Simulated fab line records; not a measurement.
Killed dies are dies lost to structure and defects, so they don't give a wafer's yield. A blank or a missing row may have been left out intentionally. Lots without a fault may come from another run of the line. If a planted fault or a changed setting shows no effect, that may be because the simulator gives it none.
fab line records -- flow n5-finfet
record: lots: 7, wafers: 39
route steps=1938 shown BEOL_M13@1696 BEOL_M15@1809
start-h: hours from the record's first day to the start of the lot's first wafer shown -- wait-h: hours elapsed since this lot's preceding step -- " unchanged from the row above -- L1.1+2: several wafers, shown together as one row -- - value missing, or start not given -- * or withheld: withheld -- < > ~ a bound
route shown NAME@n: NAME is a module with steps in the file, n the number in the route of the first one -- usual: mean and standard deviation over wafers with no fault -- same: alike in all rows -- chamber/n: place in a boat -- sites: per-site readings -- _std_site: standard deviation of those values -- _edge_site: outer sites' mean less inner sites' -- radius-mm: for every site, how far away it sits from the centre of the wafer -- mask NAME#n: copy n -- behind: tool/chamber where the wafer was last shaped -- hold: cause of the lot's hold/its duration in hours/its outcome -- device: the n, p or np transistor that did not switch -- end of line: the same wafers' tests at the end of the route -- a step with no rows: only its recipe -- killed: at the first sort, the dies lost to defects and structure; wafer yield is something else -- map: shows each die of a wafer: x if killed, . if not, _ if none is there
set.NAME: the setting that was run; set.NAME@STEP: the one run at that earlier step -- model.NAME: the simulator's own value behind a step, which no gauge read
lots run with intentionally changed settings; tables by step, rows by wafer
== steps ==
step: N5_BEOL_M13_TRENCH_ETCH_34
recipe: chemistry: C4F8/O2/Ar, target: SiOC, target-depth-a: 4134.7, mask-material: SOC, pressure-mtorr: 30, source-w: 3000, bias-w: 700, Ar_flow_sccm: 400, C4F8_flow_sccm: 15, O2_flow_sccm: 8, he-inner-torr: 15, he-outer-torr: 30, time-s: 162.6, ion-energy-ev: 250
lot.wafer,tool,chamber,start-h,wait-h,set.time-s,model.etch.depth-nm
L074.1,rie-diel-02,3,239.77,0.0,188.6,486.3
L074.2,rie-diel-02,2,239.77,0.0,162.6,405.8
L074.3,rie-diel-02,1,239.77,0.0,162.6,412.6
L074.4,rie-diel-02,2,239.77,0.0,162.6,408.8
L074.5,rie-diel-02,1,239.77,0.0,188.6,480.7
L074.6,rie-diel-02,3,239.77,0.0,188.6,484.4
L075.1,rie-diel-04,2,246.85,0.0,90.81,228.2
L075.2,rie-diel-04,3,246.85,0.0,90.81,227
L075.3,rie-diel-04,0,246.85,0.0,162.6,410.6
L075.4,rie-diel-04,1,246.85,0.0,162.6,394.2
L075.5,rie-diel-04,1,246.85,0.0,90.81,218
L075.6,rie-diel-04,2,246.85,0.0,162.6,407.9
L078.1,rie-diel-02,0,257.16,0.0,162.6,420.6
L078.2,rie-diel-02,1,257.16,0.0,162.6,413.4
L078.3,rie-diel-02,2,257.16,0.0,162.6,400.6
L078.4,rie-diel-02,3,257.16,0.0,162.6,412.4
L078.5,rie-diel-02,0,257.16,0.0,162.6,421.4
L078.6,rie-diel-02,3,257.16,0.0,162.6,413.7
L083.1,rie-diel-02,1,294.08,0.0,162.6,413.3
L083.2,rie-diel-02,0,294.08,0.0,162.6,426.2
L083.3,rie-diel-02,2,294.08,0.0,162.6,407.2
L083.4,rie-diel-02,3,294.08,0.0,162.6,418.2
L083.5,rie-diel-02,0,294.08,0.0,162.6,426.5
L083.6,rie-diel-02,1,294.08,0.0,162.6,415.9
L090.1,rie-diel-04,1,338.83,0.0,162.6,412.5
L090.2,rie-diel-04,2,338.83,0.0,256.4,646
L090.3+5,rie-diel-04,"0,2",338.83,0.0,256.4,646.5
L090.4,rie-diel-04,3,338.83,0.0,162.6,415
L090.6,rie-diel-04,1,338.83,0.0,162.6,410.7
L092.2,rie-diel-02,3,360.51,0.0,162.6,403.8
L092.3,rie-diel-02,1,360.51,0.0,162.6,426.9
L092.5,rie-diel-02,0,360.51,0.0,162.6,417.9
L094.1,rie-diel-04,2,382.98,0.0,229.7,563.3
L094.2,rie-diel-04,0,382.98,0.0,162.6,411.1
L094.3,rie-diel-04,3,382.98,0.0,162.6,403.6
L094.4,rie-diel-04,1,382.98,0.0,229.7,575.8
L094.5,rie-diel-04,2,382.98,0.0,229.7,565.3
L094.6,rie-diel-04,1,382.98,0.0,162.6,407.8
step: N5_BEOL_M13_STRIP_70
recipe: chemistry: C4F8/O2/Ar, resist: SiARC, rf-frequency-hz: 6e+07
step: N5_BEOL_M13_OCD_MEAS_35
usual: trench-depth-nm: 412/7.7
lot.wafer,tool,chamber,start-h,wait-h,set.time-s@BEOL_M13_TRENCH_ETCH_34,trench-depth-nm
L074.1,ocd-02,-,239.95,0.0,188.6,487
L074.2,ocd-02,-,239.95,0.0,162.6,406
L074.3,ocd-02,-,239.95,0.0,162.6,412
L074.4,ocd-02,-,239.95,0.0,162.6,408
L074.5,ocd-02,-,239.95,0.0,188.6,481
L074.6,ocd-02,-,239.95,0.0,188.6,484
L075.1,ocd-01,-,247.02,0.0,90.81,228
L075.2,ocd-01,-,247.02,0.0,90.81,227
L075.3,ocd-01,-,247.02,0.0,162.6,411
L075.4,ocd-01,-,247.02,0.0,162.6,395
L075.5,ocd-01,-,247.02,0.0,90.81,218
L075.6,ocd-01,-,247.02,0.0,162.6,408
L078.1,ocd-02,-,257.34,0.0,162.6,421
L078.2,ocd-02,-,257.34,0.0,162.6,413
L078.3,ocd-02,-,257.34,0.0,162.6,401
L078.4,ocd-02,-,257.34,0.0,162.6,412
L078.5,ocd-02,-,257.34,0.0,162.6,421
L078.6,ocd-02,-,257.34,0.0,162.6,413
L083.1,ocd-01,-,294.26,0.0,162.6,413
L083.2,ocd-01,-,294.26,0.0,162.6,426
L083.3,ocd-01,-,294.26,0.0,162.6,408
L083.4,ocd-01,-,294.26,0.0,162.6,418
L083.5,ocd-01,-,294.26,0.0,162.6,426
L083.6,ocd-01,-,294.26,0.0,162.6,416
L090.1,ocd-01,-,339.00,0.0,162.6,413
L090.2,ocd-01,-,339.00,0.0,256.4,646
L090.3,ocd-01,-,339.00,0.0,256.4,647
L090.4,ocd-01,-,339.00,0.0,162.6,415
L090.5,ocd-01,-,339.00,0.0,256.4,647
L090.6,ocd-01,-,339.00,0.0,162.6,411
L092.2,ocd-01,-,360.69,0.0,162.6,403
L092.3,ocd-01,-,360.69,0.0,162.6,427
L092.5,ocd-01,-,360.69,0.0,162.6,418
L094.1,ocd-01,-,383.16,0.0,229.7,563
L094.2,ocd-01,-,383.16,0.0,162.6,411
L094.3,ocd-01,-,383.16,0.0,162.6,404
L094.4,ocd-01,-,383.16,0.0,229.7,575
L094.5,ocd-01,-,383.16,0.0,229.7,565
L094.6,ocd-01,-,383.16,0.0,162.6,408
step: N5_BEOL_M13_STRIP_37
recipe: chemistry: N2/H2, power-w: 1000, temp-c: 250, h2-frac: 0.65, overash-fraction: 0.3, pressure-mtorr: withheld, n2-flow-sccm: 1750, h2-flow-sccm: 3250
step: N5_BEOL_M13_ETCH_38
recipe: chemistry: CF4/N2, target: SiCN, target-depth-a: 675, taper-deg: 2, time-s: 71.9, ion-energy-ev: 150, mask-material: SiO2, pressure-mtorr: 40, source-w: 430, bias-w: 70, Ar_flow_sccm: 100, cf4-flow-sccm: 60, n2-flow-sccm: 60
step: N5_BEOL_M13_ECD_47
recipe: material: Cu, target-thk-a: 9360
step: N5_BEOL_M13_ANNEAL_48
recipe: temp-c: 225, time-s: 90, ambient: N2
step: N5_BEOL_M13_CMP_49
recipe: stop-on: SiOC, t-overpolish-s: 17.1, down-force-psi: 1, platen-rpm: 50, clearing-platen-down-force-psi: 1.5, clearing-platen-rpm: 50, post-cmp-clean: cu-alkaline, target-thk-nm: 420, clearing-platen-pad-velocity-m-s: 0.99484, pad-velocity-m-s: 0.99484
lot.wafer,tool,chamber,start-h,wait-h,set.time-s@BEOL_M13_TRENCH_ETCH_34,model.Cu_of_BEOL_M13_ECD_47.thk-nm
L074.3,cmp-02,1,241.33,0.2,162.6,418.8
L074.1,cmp-02,2,241.33,0.2,188.6,493
L074.4,cmp-02,3,241.33,0.2,162.6,415
L074.2,cmp-02,0,241.33,0.2,162.6,415.4
L074.6,cmp-02,1,241.33,0.2,188.6,492.2
L074.5,cmp-02,2,241.33,0.2,188.6,487.8
L075.2,cmp-04,1,248.90,0.2,90.81,235.8
L075.3,cmp-04,2,248.90,0.2,162.6,418.4
L075.1,cmp-04,3,248.90,0.2,90.81,237.8
L075.4,cmp-04,0,248.90,0.2,162.6,401.2
L075.5,cmp-04,1,248.90,0.2,90.81,226
L075.6,cmp-04,2,248.90,0.2,162.6,417.6
L078.2,cmp-04,3,267.25,0.3,162.6,419.6
L078.4,cmp-04,0,267.25,0.3,162.6,418.4
L078.3,cmp-04,1,267.25,0.3,162.6,409
L078.1,cmp-04,2,267.25,0.3,162.6,427.8
L078.5,cmp-04,3,267.25,0.3,162.6,428.6
L078.6,cmp-04,0,267.25,0.3,162.6,419.4
L083.2+5,cmp-04,"3,0",297.13,0.2,162.6,433.8
L083.3,cmp-04,0,297.13,0.2,162.6,414.2
L083.1,cmp-04,1,297.13,0.2,162.6,423.4
L083.4,cmp-04,2,297.13,0.2,162.6,426.6
L083.6,cmp-04,3,297.13,0.2,162.6,424.4
L090.4,cmp-02,0,345.19,0.1,162.6,423
L090.3+5,cmp-02,1,345.19,0.1,256.4,651.4
L090.1,cmp-02,2,345.19,0.1,162.6,418.6
L090.2,cmp-02,3,345.19,0.1,256.4,652.8
L090.6,cmp-02,0,345.19,0.1,162.6,418.8
L092.2,cmp-04,0,367.15,0.3,162.6,408.8
L092.3,cmp-04,1,367.15,0.3,162.6,436.2
L092.5,cmp-04,2,367.15,0.3,162.6,426.4
L094.3,cmp-03,2,385.77,0.2,162.6,408.6
L094.4,cmp-03,3,385.77,0.2,229.7,581.8
L094.1,cmp-03,0,385.77,0.2,229.7,571.8
L094.2,cmp-03,1,385.77,0.2,162.6,417.8
L094.5,cmp-03,2,385.77,0.2,229.7,571.2
L094.6,cmp-03,3,385.77,0.2,162.6,415.2
step: N5_BEOL_M13_THK_MEAS_50
recipe: thk-meas-gauge: xrf, reads: Cu_of_BEOL_M13_ECD_47
usual: M13_THK: 415/7.8
lot.wafer,tool,chamber,start-h,wait-h,set.time-s@BEOL_M13_TRENCH_ETCH_34,M13_THK[nm]
L074.1,film-metro-02,-,241.62,-,188.6,484
L074.2,film-metro-02,-,241.62,-,162.6,409
L074.3,film-metro-02,-,241.62,-,162.6,415
L074.4,film-metro-02,-,241.62,-,162.6,411
L074.5,film-metro-02,-,241.62,-,188.6,481
L074.6,film-metro-02,-,241.62,-,188.6,488
L075.1,film-metro-01,-,249.20,-,90.81,237
L075.2,film-metro-01,-,249.20,-,90.81,236
L075.3,film-metro-01,-,249.20,-,162.6,418
L075.4,film-metro-01,-,249.20,-,162.6,401
L075.5,film-metro-01,-,249.20,-,90.81,227
L075.6,film-metro-01,-,249.20,-,162.6,416
L078.1,film-metro-02,-,267.55,-,162.6,423
L078.2,film-metro-02,-,267.55,-,162.6,415
L078.3,film-metro-02,-,267.55,-,162.6,405
L078.4,film-metro-02,-,267.55,-,162.6,414
L078.5,film-metro-02,-,267.55,-,162.6,424
L078.6,film-metro-02,-,267.55,-,162.6,414
L083.1,film-metro-02,-,297.43,-,162.6,420
L083.2,film-metro-02,-,297.43,-,162.6,430
L083.3,film-metro-02,-,297.43,-,162.6,411
L083.4,film-metro-02,-,297.43,-,162.6,422
L083.5,film-metro-02,-,297.43,-,162.6,430
L083.6,film-metro-02,-,297.43,-,162.6,420
L090.1,film-metro-01,-,345.48,-,162.6,411
L090.2,film-metro-01,-,345.48,-,256.4,641
L090.3,film-metro-01,-,345.48,-,256.4,639
L090.4,film-metro-01,-,345.48,-,162.6,417
L090.5,film-metro-01,-,345.48,-,256.4,642
L090.6,film-metro-01,-,345.48,-,162.6,411
L092.2,film-metro-01,-,367.37,-,162.6,406
L092.3,film-metro-01,-,367.37,-,162.6,433
L092.5,film-metro-01,-,367.37,-,162.6,422
L094.1,film-metro-02,-,386.06,-,229.7,567
L094.2,film-metro-02,-,386.06,-,162.6,417
L094.3,film-metro-02,-,386.06,-,162.6,407
L094.4,film-metro-02,-,386.06,-,229.7,580
L094.5,film-metro-02,-,386.06,-,229.7,569
L094.6,film-metro-02,-,386.06,-,162.6,414
step: N5_BEOL_M13_PRE_CLEAN_52
recipe: gas: NH3, time-s: 15, temp-c: withheld, rf-power-w: 300
step: N5_BEOL_M13_DEP_53
recipe: material: SiCN, target-thk-a: 500, temp-c: withheld, precursor: 3MS/NH3, pressure-torr: 3, rf-w: 675, time-s: 17.8
step: N5_BEOL_M13_RS_MEAS_54
recipe: thk-meas-gauge: four-point-probe, reads: Cu_of_BEOL_M13_ECD_47+Ta_of_BEOL_M13_SPUTTER_44+TaN_of_BEOL_M13_SPUTTER_43
usual: M13_RS: 0.0450/0.00084
lot.wafer,tool,chamber,start-h,wait-h,set.time-s@BEOL_M13_TRENCH_ETCH_34,M13_RS[ohm/sq]
L074.1,film-metro-02,-,241.75,0.0,188.6,0.0381
L074.2,film-metro-02,-,241.75,0.0,162.6,0.0455
L074.3,film-metro-02,-,241.75,0.0,162.6,0.0451
L074.4,film-metro-02,-,241.75,0.0,162.6,0.0455
L074.5,film-metro-02,-,241.75,0.0,188.6,0.0386
L074.6,film-metro-02,-,241.75,0.0,188.6,0.0381
L075.1,film-metro-02,-,249.33,0.0,90.81,0.0816
L075.2,film-metro-02,-,249.33,0.0,90.81,0.0821
L075.3,film-metro-02,-,249.33,0.0,162.6,0.0451
L075.4,film-metro-02,-,249.33,0.0,162.6,0.0470
L075.5,film-metro-02,-,249.33,0.0,90.81,0.0860
L075.6,film-metro-02,-,249.33,0.0,162.6,0.0452
L078.1,film-metro-02,-,267.67,0.0,162.6,0.0440
L078.2,film-metro-02,-,267.67,0.0,162.6,0.0450
L078.3,film-metro-02,-,267.67,0.0,162.6,0.0463
L078.4,film-metro-02,-,267.67,0.0,162.6,0.0451
L078.5,film-metro-02,-,267.67,0.0,162.6,0.0440
L078.6,film-metro-02,-,267.67,0.0,162.6,0.0450
L083.1,film-metro-02,-,297.55,0.0,162.6,0.0446
L083.2,film-metro-02,-,297.55,0.0,162.6,0.0436
L083.3,film-metro-02,-,297.55,0.0,162.6,0.0456
L083.4,film-metro-02,-,297.55,0.0,162.6,0.0442
L083.5,film-metro-02,-,297.55,0.0,162.6,0.0436
L083.6,film-metro-02,-,297.55,0.0,162.6,0.0445
L090.1,film-metro-01,-,345.61,0.0,162.6,0.0450
L090.2,film-metro-01,-,345.61,0.0,256.4,0.0285
L090.3,film-metro-01,-,345.61,0.0,256.4,0.0286
L090.4,film-metro-01,-,345.61,0.0,162.6,0.0445
L090.5,film-metro-01,-,345.61,0.0,256.4,0.0286
L090.6,film-metro-01,-,345.61,0.0,162.6,0.0450
L092.2,film-metro-01,-,367.50,0.1,162.6,0.0461
L092.3,film-metro-01,-,367.50,0.1,162.6,0.0431
L092.5,film-metro-01,-,367.50,0.1,162.6,0.0442
L094.1,film-metro-02,-,386.19,0.0,229.7,0.0328
L094.2,film-metro-02,-,386.19,0.0,162.6,0.0452
L094.3,film-metro-02,-,386.19,0.0,162.6,0.0462
L094.4,film-metro-02,-,386.19,0.0,229.7,0.0322
L094.5,film-metro-02,-,386.19,0.0,229.7,0.0328
L094.6,film-metro-02,-,386.19,0.0,162.6,0.0456
step: N5_BEOL_M15_TRENCH_ETCH_34
recipe: chemistry: C4F8/O2/Ar, target: SiO2, target-depth-a: 8729.3, he-inner-torr: 15, he-outer-torr: 30, time-s: 199, ion-energy-ev: 800, pressure-mtorr: 20, source-w: 1905, bias-w: 2040, Ar_flow_sccm: 400, C4F8_flow_sccm: 16, O2_flow_sccm: 12
lot.wafer,tool,chamber,start-h,wait-h,set.time-s,model.etch.depth-nm,model.coat_of_BEOL_M15_COAT_22.thk-nm
L074.1,rie-diel-06,0,251.11,0.0,199,880.1,538.6
L074.2,rie-diel-06,3,251.11,0.0,199,872.4,542.2
L074.3,rie-diel-06,2,251.11,0.0,95.09,426.9,625.2
L074.4,rie-diel-06,1,251.11,0.0,199,886.4,537
L074.5,rie-diel-06,3,251.11,0.0,95.09,414.1,633.4
L074.6,rie-diel-06,2,251.11,0.0,95.09,421.8,628.6
L075.1,rie-diel-06,2,256.18,0.0,199,890.6,535
L075.2,rie-diel-06,0,256.18,0.0,199,888.3,538.2
L075.3,rie-diel-06,3,256.18,0.0,199,877.2,546
L075.4,rie-diel-06,1,256.18,0.0,199,888.3,542
L075.5,rie-diel-06,2,256.18,0.0,199,888.2,535.4
L075.6,rie-diel-06,3,256.18,0.0,199,877.6,545
L078.1,rie-diel-02,1,284.32,0.0,199,873.2,539.8
L078.2,rie-diel-02,0,284.32,0.0,133.3,606,590.6
L078.3,rie-diel-02,2,284.32,0.0,133.3,583.5,599.2
L078.4,rie-diel-02,3,284.32,0.0,199,875.4,538.4
L078.5,rie-diel-02,1,284.32,0.0,133.3,583.9,597.6
L078.6,rie-diel-02,0,284.32,0.0,199,891.3,532.6
L083.1,rie-diel-02,1,306.14,0.0,199,874.2,544.4
L083.2,rie-diel-02,2,306.14,0.0,288.3,1274,465.8
L083.3,rie-diel-02,3,306.14,0.0,199,880.8,542.2
L083.4,rie-diel-02,0,306.14,0.0,288.3,1317,449.2
L083.5,rie-diel-02,0,306.14,0.0,199,912.1,532
L083.6,rie-diel-02,3,306.14,0.0,288.3,1259,466.4
L090.1,rie-diel-04,2,356.32,0.0,283.9,1215,465.4
L090.2,rie-diel-04,0,356.32,0.0,283.9,1203,467.6
L090.3,rie-diel-04,1,356.32,0.0,199,863.8,550.6
L090.4,rie-diel-04,3,356.32,0.0,199,870.1,535.6
L090.5,rie-diel-04,0,356.32,0.0,283.9,1207,468
L090.6,rie-diel-04,3,356.32,0.0,199,861.4,538.4
L092.2,rie-diel-06,3,377.05,0.0,199,862.2,546.4
L092.3,rie-diel-06,1,377.05,0.0,199,896.9,538.4
L092.5,rie-diel-06,3,377.05,0.0,199,864.1,544.2
L094.1,rie-diel-06,2,395.92,0.0,199,893.5,529.2
L094.2,rie-diel-06,1,395.92,0.0,199,905.5,530.2
L094.3,rie-diel-06,3,395.92,0.0,199,877.9,543.4
L094.4,rie-diel-06,0,395.92,0.0,199,899,532.8
L094.5,rie-diel-06,3,395.92,0.0,199,879,539
L094.6,rie-diel-06,0,395.92,0.0,199,899.8,532.8
step: N5_BEOL_M15_STRIP_36
recipe: chemistry: O2, power-w: 600, temp-c: 60, pressure-mtorr: 30, rf-frequency-hz: 6e+07, bias-power-w: 0, overash-fraction: 0.3, o2-flow-sccm: 225
step: N5_BEOL_M15_ECD_47
recipe: material: Cu, target-thk-a: 18600
step: N5_BEOL_M15_ANNEAL_48
recipe: temp-c: 225, time-s: 90, ambient: N2
step: N5_BEOL_M15_CMP_49
recipe: stop-on: SiO2, t-overpolish-s: 4.9, down-force-psi: 2, platen-rpm: 80, clearing-platen-down-force-psi: 2, clearing-platen-rpm: 80, post-cmp-clean: cu-alkaline, target-thk-nm: 850, clearing-platen-pad-velocity-m-s: 1.5917, pad-velocity-m-s: 1.5917
lot.wafer,tool,chamber,start-h,wait-h,set.time-s@BEOL_M15_TRENCH_ETCH_34,model.Cu_of_BEOL_M15_ECD_47.thk-nm
L074.2,cmp-03,0,254.31,0.2,199,851.4
L074.3,cmp-03,1,254.31,0.2,95.09,404.8
L074.4,cmp-03,2,254.31,0.2,199,862.4
L074.1,cmp-03,3,254.31,0.2,199,857.2
L074.5,cmp-03,0,254.31,0.2,95.09,393.8
L074.6,cmp-03,1,254.31,0.2,95.09,397.8
L075.4,cmp-02,0,258.97,0.1,199,865
L075.3,cmp-02,1,258.97,0.1,199,851.4
L075.2,cmp-02,2,258.97,0.1,199,864.4
L075.1,cmp-02,3,258.97,0.1,199,866.2
L075.5,cmp-02,0,258.97,0.1,199,866.6
L075.6,cmp-02,1,258.97,0.1,199,853.2
L078.1,cmp-03,0,287.58,0.3,199,852.2
L078.2,cmp-03,1,287.58,0.3,133.3,581.8
L078.3,cmp-03,2,287.58,0.3,133.3,559.4
L078.4,cmp-03,3,287.58,0.3,199,852
L078.5,cmp-03,0,287.58,0.3,133.3,560.8
L078.6,cmp-03,1,287.58,0.3,199,869
L083.3,cmp-03,2,307.76,0.2,199,856.6
L083.4,cmp-03,3,307.76,0.2,288.3,1295
L083.1,cmp-03,0,307.76,0.2,199,853.2
L083.2,cmp-03,1,307.76,0.2,288.3,1249
L083.6,cmp-03,2,307.76,0.2,288.3,1235
L083.5,cmp-03,3,307.76,0.2,199,889.8
L090.3,cmp-03,1,364.39,0.2,199,841
L090.4,cmp-03,2,364.39,0.2,199,846.8
L090.1,cmp-03,3,364.39,0.2,283.9,1194
L090.2,cmp-03,0,364.39,0.2,283.9,1182
L090.5,cmp-03,1,364.39,0.2,283.9,1186
L090.6,cmp-03,2,364.39,0.2,199,838.6
L092.2,cmp-01,2,380.62,0.2,199,839.8
L092.3,cmp-01,1,380.62,0.2,199,877.4
L092.5,cmp-01,3,380.62,0.2,199,843
L094.3,cmp-01,0,399.02,0.2,199,854.2
L094.4,cmp-01,1,399.02,0.2,199,877.2
L094.1,cmp-01,2,399.02,0.2,199,869.8
L094.2,cmp-01,3,399.02,0.2,199,883
L094.6,cmp-01,0,399.02,0.2,199,876
L094.5,cmp-01,1,399.02,0.2,199,857.4
step: N5_BEOL_M15_THK_MEAS_50
recipe: thk-meas-gauge: xrf, reads: Cu_of_BEOL_M15_ECD_47
usual: M15_THK: 849/19
lot.wafer,tool,chamber,start-h,wait-h,set.time-s@BEOL_M15_TRENCH_ETCH_34,M15_THK[nm]
L074.1,film-metro-01,-,254.60,-,199,857
L074.2,film-metro-01,-,254.60,-,199,852
L074.3,film-metro-01,-,254.60,-,95.09,403
L074.4,film-metro-01,-,254.60,-,199,858
L074.5,film-metro-01,-,254.60,-,95.09,392
L074.6,film-metro-01,-,254.60,-,95.09,396
L075.1,film-metro-02,-,259.26,-,199,851
L075.2,film-metro-02,-,259.26,-,199,855
L075.3,film-metro-02,-,259.26,-,199,840
L075.4,film-metro-02,-,259.26,-,199,852
L075.5,film-metro-02,-,259.26,-,199,856
L075.6,film-metro-02,-,259.26,-,199,840
L078.1,film-metro-02,-,287.88,-,199,841
L078.2,film-metro-02,-,287.88,-,133.3,576
L078.3,film-metro-02,-,287.88,-,133.3,552
L078.4,film-metro-02,-,287.88,-,199,841
L078.5,film-metro-02,-,287.88,-,133.3,555
L078.6,film-metro-02,-,287.88,-,199,859
L083.1,film-metro-02,-,308.05,-,199,834
L083.2,film-metro-02,-,308.05,-,288.3,1216
L083.3,film-metro-02,-,308.05,-,199,837
L083.4,film-metro-02,-,308.05,-,288.3,1263
L083.5,film-metro-02,-,308.05,-,199,872
L083.6,film-metro-02,-,308.05,-,288.3,1209
L090.1,film-metro-01,-,364.68,-,283.9,1182
L090.2,film-metro-01,-,364.68,-,283.9,1167
L090.3,film-metro-01,-,364.68,-,199,833
L090.4,film-metro-01,-,364.68,-,199,838
L090.5,film-metro-01,-,364.68,-,283.9,1178
L090.6,film-metro-01,-,364.68,-,199,830
L092.2,film-metro-02,-,380.91,-,199,826
L092.3,film-metro-02,-,380.91,-,199,863
L092.5,film-metro-02,-,380.91,-,199,830
L094.1,film-metro-02,-,399.32,-,199,849
L094.2,film-metro-02,-,399.32,-,199,863
L094.3,film-metro-02,-,399.32,-,199,837
L094.4,film-metro-02,-,399.32,-,199,854
L094.5,film-metro-02,-,399.32,-,199,837
L094.6,film-metro-02,-,399.32,-,199,855
step: N5_BEOL_M15_PRE_CLEAN_52
recipe: gas: NH3, time-s: 15, temp-c: withheld, rf-power-w: 300
step: N5_BEOL_M15_DEP_53
recipe: material: SiCN, target-thk-a: 500, temp-c: withheld, precursor: 3MS/NH3, pressure-torr: 3, rf-w: 675, time-s: 17.8
step: N5_BEOL_M15_RS_MEAS_54
recipe: thk-meas-gauge: four-point-probe, reads: Cu_of_BEOL_M15_ECD_47+Ta_of_BEOL_M15_SPUTTER_44+TaN_of_BEOL_M15_SPUTTER_43
usual: M15_RS: 0.0214/0.00046
lot.wafer,tool,chamber,start-h,wait-h,set.time-s@BEOL_M15_TRENCH_ETCH_34,M15_RS[ohm/sq]
L074.1,film-metro-01,-,254.73,0.0,199,0.0213
L074.2,film-metro-01,-,254.73,0.0,199,0.0215
L074.3,film-metro-01,-,254.73,0.0,95.09,0.0461
L074.4,film-metro-01,-,254.73,0.0,199,0.0212
L074.5,film-metro-01,-,254.73,0.0,95.09,0.0473
L074.6,film-metro-01,-,254.73,0.0,95.09,0.0468
L075.1,film-metro-01,-,259.39,0.0,199,0.0211
L075.2,film-metro-01,-,259.39,0.0,199,0.0212
L075.3,film-metro-01,-,259.39,0.0,199,0.0215
L075.4,film-metro-01,-,259.39,0.0,199,0.0212
L075.5,film-metro-01,-,259.39,0.0,199,0.0211
L075.6,film-metro-01,-,259.39,0.0,199,0.0214
L078.1,film-metro-02,-,288.01,0.0,199,0.0215
L078.2,film-metro-02,-,288.01,0.0,133.3,0.0318
L078.3,film-metro-02,-,288.01,0.0,133.3,0.0331
L078.4,film-metro-02,-,288.01,0.0,199,0.0215
L078.5,film-metro-02,-,288.01,0.0,133.3,0.0329
L078.6,film-metro-02,-,288.01,0.0,199,0.0210
L083.1,film-metro-02,-,308.18,0.0,199,0.0215
L083.2,film-metro-02,-,308.18,0.0,288.3,0.0146
L083.3,film-metro-02,-,308.18,0.0,199,0.0214
L083.4,film-metro-02,-,308.18,0.0,288.3,0.0141
L083.5,film-metro-02,-,308.18,0.0,199,0.0205
L083.6,film-metro-02,-,308.18,0.0,288.3,0.0148
L090.1,film-metro-01,-,364.81,0.0,283.9,0.0152
L090.2,film-metro-01,-,364.81,0.0,283.9,0.0154
L090.3,film-metro-01,-,364.81,0.0,199,0.0217
L090.4,film-metro-01,-,364.81,0.0,199,0.0216
L090.5,film-metro-01,-,364.81,0.0,283.9,0.0153
L090.6,film-metro-01,-,364.81,0.0,199,0.0219
L092.2,film-metro-02,-,381.04,0.1,199,0.0218
L092.3,film-metro-02,-,381.04,0.1,199,0.0209
L092.5,film-metro-02,-,381.04,0.1,199,0.0217
L094.1,film-metro-01,-,399.44,0.0,199,0.0210
L094.2,film-metro-01,-,399.44,0.0,199,0.0208
L094.3,film-metro-01,-,399.44,0.0,199,0.0214
L094.4,film-metro-01,-,399.44,0.0,199,0.0208
L094.5,film-metro-01,-,399.44,0.0,199,0.0214
L094.6,film-metro-01,-,399.44,0.0,199,0.0209
== key ==
split: step: N5_BEOL_M13_TRENCH_ETCH_34, setting: time-s, stated: 162.6, by: wafer
response: step: N5_BEOL_M13_TRENCH_ETCH_34, reading: model.etch.depth-nm, change: +4.04, per: 1%, r: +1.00
response: step: N5_BEOL_M13_OCD_MEAS_35, reading: trench-depth-nm, change: +4.05, per: 1%, r: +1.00
response: step: N5_BEOL_M13_CMP_49, reading: model.Cu_of_BEOL_M13_ECD_47.thk-nm, change: +4.02, per: 1%, r: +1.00
response: step: N5_BEOL_M13_THK_MEAS_50, reading: M13_THK, change: +3.97, per: 1%, r: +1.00
response: step: N5_BEOL_M13_RS_MEAS_54, reading: M13_RS, shape: bent, at-lowest: 0.0832, at-stated: 0.0450, at-highest: 0.0286
split: step: N5_BEOL_M15_TRENCH_ETCH_34, setting: time-s, stated: 199, by: wafer
response: step: N5_BEOL_M15_TRENCH_ETCH_34, reading: model.etch.depth-nm, change: +8.6, per: 1%, r: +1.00
response: step: N5_BEOL_M15_TRENCH_ETCH_34, reading: model.coat_of_BEOL_M15_COAT_22.thk-nm, change: -1.75, per: 1%, r: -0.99
response: step: N5_BEOL_M15_CMP_49, reading: model.Cu_of_BEOL_M15_ECD_47.thk-nm, change: +8.61, per: 1%, r: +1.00
response: step: N5_BEOL_M15_THK_MEAS_50, reading: M15_THK, change: +8.51, per: 1%, r: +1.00
response: step: N5_BEOL_M15_RS_MEAS_54, reading: M15_RS, change: -0.000296, per: 1%, r: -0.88
